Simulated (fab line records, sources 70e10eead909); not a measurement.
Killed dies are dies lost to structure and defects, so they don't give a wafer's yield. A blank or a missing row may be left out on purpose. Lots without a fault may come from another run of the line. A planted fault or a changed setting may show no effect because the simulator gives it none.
A struck lot beside a sound one | flow nand_harc | 17 steps out of a route of 1302
Sound: wafers L576.1, L576.4, L576.5. Struck: wafer L587.1. (L587.4, L587.6 of the same lot were not struck and are left out.) The cause comes at the end.
At each step with rows: each side's tool, then ch and its chambers, then its first start. Under that, the readings that differ: sound wafers | struck wafers | difference of the means | sigmas: that difference in standard deviations of wafers without a fault.
alike: readings whose means differ by less than 2 such deviations, and words and numbers that are the same on both sides. not compared: withheld readings, readings that some wafer has no value for, bounds like >300 that may hide the same value, and numbers for which the record gives no deviation and whose values overlap.
The two part at a step that has a row with sigmas, a row that says differs or no value, or rows on one side only. Numbers that don't overlap but have no deviation are shown without sigmas and don't part them. A reading that every wafer of one side lacks parts them only if that side has two wafers or more.

NHARC_A_M0_OVL_MEAS_10: pitch 160 nm.
  sound on overlay-02, day 23 05:47; struck on overlay-02, day 27 23:40
  alike: overlay_x_nm, overlay_y_nm
NHARC_A_M0_INSPECT_11:
  sound on defect_inspect-01, day 23 05:49; struck on defect_inspect-02, day 27 23:42
  reading          | sound       | struck | difference | sigmas
  raw_defect_count | 145 153 129 | 39     | -103       | -3
NHARC_A_M0_DESCUM_14: chemistry O2, time 3 s.
  sound on rie_diel-01 ch 0,1, day 23 05:53; struck on rie_diel-11 ch 0, day 27 23:48
  reading                | sound                | struck | difference | sigmas
  rf_vpp_V (V)           | 56.8 57.2 57.5       | 59.4   | +2.2       | +3
  throttle_valve_pct (%) | 11.330 11.294 11.290 | 11.329 | +0.024     | +2
  alike: drypump_motor_current_A, o2_flow_sccm, oes_product_au, showerhead_plenum_p_Torr
  not compared: rf_hours_counter_h
NHARC_A_M0_ETCH_34: etches the open film in N2/H2, target depth 40 nm, overetch 12 nm, time 43.94 s.
  sound on rie_diel-01 ch 0,3, day 23 05:58; struck on rie_diel-11 ch 2, day 27 23:53
  reading                     | sound       | struck | difference | sigmas
  drypump_motor_current_A (A) | 5.3 5.0 5.3 | 6.1    | +0.9       | +2
  alike: oes_product_au, rf_vpp_V, showerhead_plenum_p_Torr, throttle_valve_pct
  not compared: rf_hours_counter_h
then, 1 step without rows for these wafers: NHARC_A_M0_ETCH_15 (etches the open film in C4F8/Ar, target depth 150 nm, overetch 15 nm, time 82.5 s).
NHARC_A_M0_CD_MEAS_16:
  sound on cd_sem-03, day 23 06:11; struck on cd_sem-03, day 28 00:05
  alike: cd_nm
then, 2 steps without rows for these wafers: NHARC_A_M0_STRIP_18 (strips in N2/H2); NHARC_A_M0_STRIP_19 (strips in post etch residue remover, time 600 s).
NHARC_A_M0_DEGAS_28: time 60 s.
  sound on pvd_sputter-02, day 23 06:48; struck on pvd_sputter-03, day 28 00:43
  alike: heater_power_w, susceptor_temp_C
then, 1 step without rows for these wafers: NHARC_A_M0_PRE_CLEAN_29 (time 30 s).
NHARC_A_M0_PVD_20: deposits TaN, target thk 5 nm, time 8.06 s.
  sound on pvd_sputter-02; struck on pvd_sputter-03
  reading                | sound          | struck | difference | sigmas
  throttle_valve_pct (%) | 30.0 30.1 31.8 | 28.5   | -2.1       | -2
then, 1 step without rows for these wafers: NHARC_A_M0_PVD_21 (deposits Cu, target thk 30 nm, time 20.49 s).
NHARC_A_M0_ECD_22: material Cu, target thk 400 nm.
  sound on ecd_cu-01 ch 0,1, day 23 07:10; struck on ecd_cu-02 ch 0,1, day 28 01:07
NHARC_A_M0_ANNEAL_30: time 90 s.
  sound on rtp_anneal-02 ch 0, day 23 07:32; struck on rtp_anneal-01 ch 0, day 28 01:27
  alike: wafer_temp_C_max
NHARC_A_M0_CMP_23: polishes, t overpolish 20 s, target thk 113.75 nm.
  sound on cmp-04 ch 0,1, day 23 07:55; struck on cmp-03 ch 1, day 28 01:49
  reading                | sound          | struck | difference | sigmas
  time_to_endpoint_s (s) | 30.7 31.9 32.3 | 11.5   | -20.1      | -7
  alike: motor_current_A
NHARC_A_M0_THK_MEAS_24: measures by xrf.
  sound on film_metro-01, day 23 08:13; struck on film_metro-01, day 28 02:07
  alike: thk_nm
NHARC_END_SORT_01:
  the record has rows for the struck wafers here (prober-01 ch 0, day 29 17:53) and none for the sound ones

WHERE THEY PART
First at NHARC_A_M0_INSPECT_11; last, within this record, at NHARC_END_SORT_01.

WHY: what the simulator had put in
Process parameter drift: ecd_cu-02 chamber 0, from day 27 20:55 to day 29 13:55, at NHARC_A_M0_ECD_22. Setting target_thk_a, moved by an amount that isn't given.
